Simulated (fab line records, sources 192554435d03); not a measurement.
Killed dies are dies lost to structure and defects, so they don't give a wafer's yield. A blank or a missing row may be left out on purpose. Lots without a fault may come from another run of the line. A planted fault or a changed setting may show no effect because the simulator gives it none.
A struck lot beside a sound one | flow n5_finfet | 37 steps out of a route of 1938
Sound: wafers L679.2, L679.5, L679.6. Struck: wafer L663.3. (L663.5 of the same lot was not struck and is left out.) The cause comes at the end.
At each step with rows: each side's tool, then ch and its chambers, then its first start. Under that, the readings that differ: sound wafers | struck wafers | difference of the means | sigmas: that difference in standard deviations of wafers without a fault.
alike: readings whose means differ by less than 2 such deviations, and words and numbers that are the same on both sides. not compared: withheld readings, readings that some wafer has no value for, bounds like >300 that may hide the same value, and numbers for which the record gives no deviation and whose values overlap.
The two part at a step that has a row with sigmas, a row that says differs or no value, or rows on one side only. Numbers that don't overlap but have no deviation are shown without sigmas and don't part them. A reading that every wafer of one side lacks parts them only if that side has two wafers or more.

first, 9 steps without rows for these wafers: N5_BEOL_M6_ALD_77 (deposits TaN, target thk 2 nm, pulse time 2 s, purge time 3 s); N5_BEOL_M6_SURFACE_TREAT_79; N5_BEOL_M6_CVD_78 (deposits Co from CCTBA/H2, target thk 2 nm, time 142.3 s); N5_BEOL_M6_SPUTTER_48 (material Cu, target thk 10 nm, time 1.667 s); N5_BEOL_M6_ECD_50 (material Cu, target thk 300 nm); N5_BEOL_M6_ANNEAL_51 (time 90 s); N5_BEOL_M6_CMP_52 (polishes, stops on SiCOH lowk, t overpolish 6.9 s, target thk 80 nm); N5_BEOL_M6_PRE_CLEAN_55 (time 15 s); N5_BEOL_M6_DEP_56 (deposits SiCN from 3MS/NH3, target thk 10 nm, time 17.5 s).
N5_BEOL_M7_ILD_DEP_00: deposits SiCOH lowk from DEMS/porogen, target thk 179.75 nm, time 33.4 s.
  sound on pecvd-01 ch 0,1,2, day 16 01:38; struck on pecvd-03 ch 0, day 11 17:55
  reading                                            | sound                | struck | difference | sigmas
  susceptor_temp_C (C)                               | 300.12 299.87 300.10 | 295.67 | -4.36      | -22
  throttle_valve_pct (%)                             | 13.5 13.3 13.8       | 16.9   | +3.4       | +3
  model.SiCOH_lowk_of_BEOL_M7_ILD_DEP_00.thk_nm (nm) | 180.4 179.2 181.2    | 185.6  | +5.3       |
  alike: heater_power_w, showerhead_plenum_p_Torr
then, 1 step without rows for these wafers: N5_BEOL_M7_CURE_74 (cures SiCOH lowk, time 240 s).
N5_BEOL_M7_THK_MEAS_01:
  sound on film_metro-02, day 16 02:28; struck on film_metro-01, day 11 18:29
  reading         | sound             | struck | difference | sigmas
  M7_ILD_THK (nm) | 155.5 154.6 156.2 | 160.3  | +4.9       | +3
then, 23 steps without rows for these wafers: N5_BEOL_M7_PECVD_70 (deposits SiO2 from TEOS/O2, target thk 20 nm, time 22.7 s); N5_BEOL_M7_HM_DEP_02 (deposits TiN, target thk 20 nm); N5_BEOL_M7_COAT_59 (time 60 s, resist thk 100 nm); N5_BEOL_M7_COAT_60 (time 60 s, resist thk 35 nm); N5_BEOL_M7_COAT_05 (resist thk 90 nm); N5_BEOL_M7_EBR_07; N5_BEOL_M7_SOFTBAKE_06 (time 60 s); N5_BEOL_M7_EXPOSE_08 (exposes mask M7); N5_BEOL_M7_PEB_09 (peb time 60 s); N5_BEOL_M7_DEVELOP_10 (develop time 30 s); N5_BEOL_M7_DESCUM_16 (chemistry O2, time 7.9 s); N5_BEOL_M7_ETCH_61 (etches SiARC in CF4, target depth 45.5 nm, time 75.8 s); N5_BEOL_M7_ETCH_62 (etches SOC in N2/H2, target depth 110 nm, overetch 22 nm, time 165 s); N5_BEOL_M7_STRIP_68 (strips in N2/H2); N5_BEOL_M7_STRIP_67 (strips in CF4); N5_BEOL_M7_HM_OPEN_17 (chemistry Cl2/BCl3, target TiN, target depth 20 nm, overetch 6 nm); N5_BEOL_M7_STRIP_19 (strips in O2); N5_BEOL_M7_COAT_63 (time 60 s, resist thk 60 nm); N5_BEOL_M7_COAT_64 (time 60 s, resist thk 12 nm); N5_BEOL_M7_COAT_71 (time 60 s, resist thk 5 nm); N5_BEOL_M7_COAT_22 (resist thk 30 nm); N5_BEOL_M7_EBR_24; N5_BEOL_M7_SOFTBAKE_23 (time 60 s).
N5_BEOL_M7_CMP_52: polishes, stops on SiCOH lowk, t overpolish 6.9 s, target thk 80 nm.
  sound on cmp-04 ch 1,2, day 16 10:21; struck on cmp-01 ch 0, day 12 01:10
  reading                                            | sound             | struck | difference | sigmas
  model.SiCOH_lowk_of_BEOL_M7_ILD_DEP_00.thk_nm (nm) | 152.6 151.6 153.2 | 157.2  | +4.7       |
  alike: barrier_field_endpoint_s, motor_current_A, overpolish_run_s, time_to_endpoint_s
  not compared: pad_life_wafers
then, 1 step without rows for these wafers: N5_PASSIVATION_PROBE_49.

WHERE THEY PART
First at N5_BEOL_M7_ILD_DEP_00; last, within this record, at N5_BEOL_M7_THK_MEAS_01. Later steps at which nothing parts them and some readings are alike: N5_BEOL_M7_CMP_52.

WHY: what the simulator had put in
Process parameter drift: pecvd-03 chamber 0, from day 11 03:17 on, at N5_BEOL_M7_ILD_DEP_00. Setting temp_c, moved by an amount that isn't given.
